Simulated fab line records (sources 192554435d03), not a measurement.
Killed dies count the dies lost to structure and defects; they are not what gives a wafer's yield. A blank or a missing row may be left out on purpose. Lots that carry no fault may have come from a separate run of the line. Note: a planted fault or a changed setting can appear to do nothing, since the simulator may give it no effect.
Split-lot experiment -- flow n5_finfet -- on a route of 1938 steps: 7 lots, 21 wafers read

## ABOUT THE SPLIT
At N5_BEOL_M11_COAT_63 (time 60 s, resist thk 100 nm), the setting spin_rpm was moved away from the recipe's 1500 rpm on 7 of the 21 wafers read, by -9.5% to -4.5%. All remaining wafers had this setting at the recipe value.

Reading taken at the split's own step.

## THE READING
SOC_of_BEOL_M11_COAT_63.thk_nm (the simulator's own value, which no gauge read), in nm, at N5_BEOL_M11_COAT_63 (time 60 s, resist thk 100 nm). The file gives no usual value for it. The 14 wafers here that ran the recipe average 99.9 nm, standard deviation 0.24 nm.

wafer,"tool, chamber at the split","spin_rpm as run, rpm",against the recipe,"SOC_of_BEOL_M11_COAT_63.thk_nm, nm",against lot-mates on the recipe
L076.1,"litho_track-05, 0",1500,recipe,100,-
L076.3,"litho_track-05, 0",1500,recipe,99.8,-
L076.4,"litho_track-05, 0",1398,-6.8%,103.8,+3.9
L075.1,"litho_track-04, 0",1500,recipe,99.8,-
L075.3,"litho_track-04, 0",1500,recipe,99.4,-
L075.5,"litho_track-04, 0",1500,recipe,99.6,-
L077.2,"litho_track-05, 0",1500,recipe,99.8,-
L077.3,"litho_track-05, 0",1500,recipe,100.2,-
L077.6,"litho_track-05, 0",1500,recipe,100,-
L079.4,"litho_track-03, 0",1429,-4.7%,102.6,no lot-mate on the recipe
L079.5,"litho_track-03, 0",1429,-4.7%,102.2,no lot-mate on the recipe
L079.6,"litho_track-03, 0",1429,-4.7%,102.4,no lot-mate on the recipe
L080.1,"litho_track-04, 0",1500,recipe,99.8,-
L080.3,"litho_track-04, 0",1357,-9.5%,105,+5.2
L080.4,"litho_track-04, 0",1357,-9.5%,105.2,+5.4
L082.4,"litho_track-03, 0",1500,recipe,100,-
L082.5,"litho_track-03, 0",1432,-4.5%,102,+2.1
L082.6,"litho_track-03, 0",1500,recipe,99.8,-
L088.2,"litho_track-05, 0",1500,recipe,100.2,-
L088.4,"litho_track-05, 0",1500,recipe,100.2,-
L088.5,"litho_track-05, 0",1500,recipe,100.2,-

THE FIT
A straight line over all 21 wafers: SOC_of_BEOL_M11_COAT_63.thk_nm changes by -0.541 nm for each +1% of spin_rpm; r = -0.99; the points scatter about the line by 0.24 nm.
The same after taking each lot's own level away (the mean of its wafers on the recipe; 18 wafers): -0.553 nm for each +1%; r = -1.00; scatter 0.16 nm.
On that fit, the largest move of spin_rpm shifts the reading by 5.3 nm.
Across the lots, their own levels run from 99.60 to 100.20 nm, a range of 2.5 times the standard deviation given above.
The two slopes agree, so the slope changes little with the lot-to-lot level.
Check: with one of the wafers moved furthest among these (-9.5%) left out of the fit, the line predicts +5.29 nm for it against its lot-mates. It came out at +5.2 nm against them.

## OTHER SPLITS ON THESE WAFERS
Other splits were also applied to these wafers ahead of the reading. Each is held against what the fit with the lots' levels taken away leaves over:
other split on the same wafers,wafers away from the commonest value,r with SOC_of_BEOL_M11_COAT_63.thk_nm (lot level and that fit taken away)
N5_BEOL_M0_SAQP_COAT_87 spin_rpm,7,-0.18
N5_BEOL_M1_ETCH_64 source_w,10,+0.04
N5_BEOL_M4_PECVD_72 time_s,10,+0.25
N5_BEOL_M5_ILD_DEP_00 time_s,7,-0.16
N5_BEOL_M5_COAT_71 spin_rpm,8,-0.01
N5_BEOL_M6_ETCH_66 bias_w,6,-0.26
N5_BEOL_M7_ETCH_62 source_w,6,+0.03
N5_BEOL_M8_ETCH_65 source_w,4,-0.15

## FILE'S OWN FIT
SOC_of_BEOL_M11_COAT_63.thk_nm changes by -0.549 nm for each +1% of spin_rpm, r = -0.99.
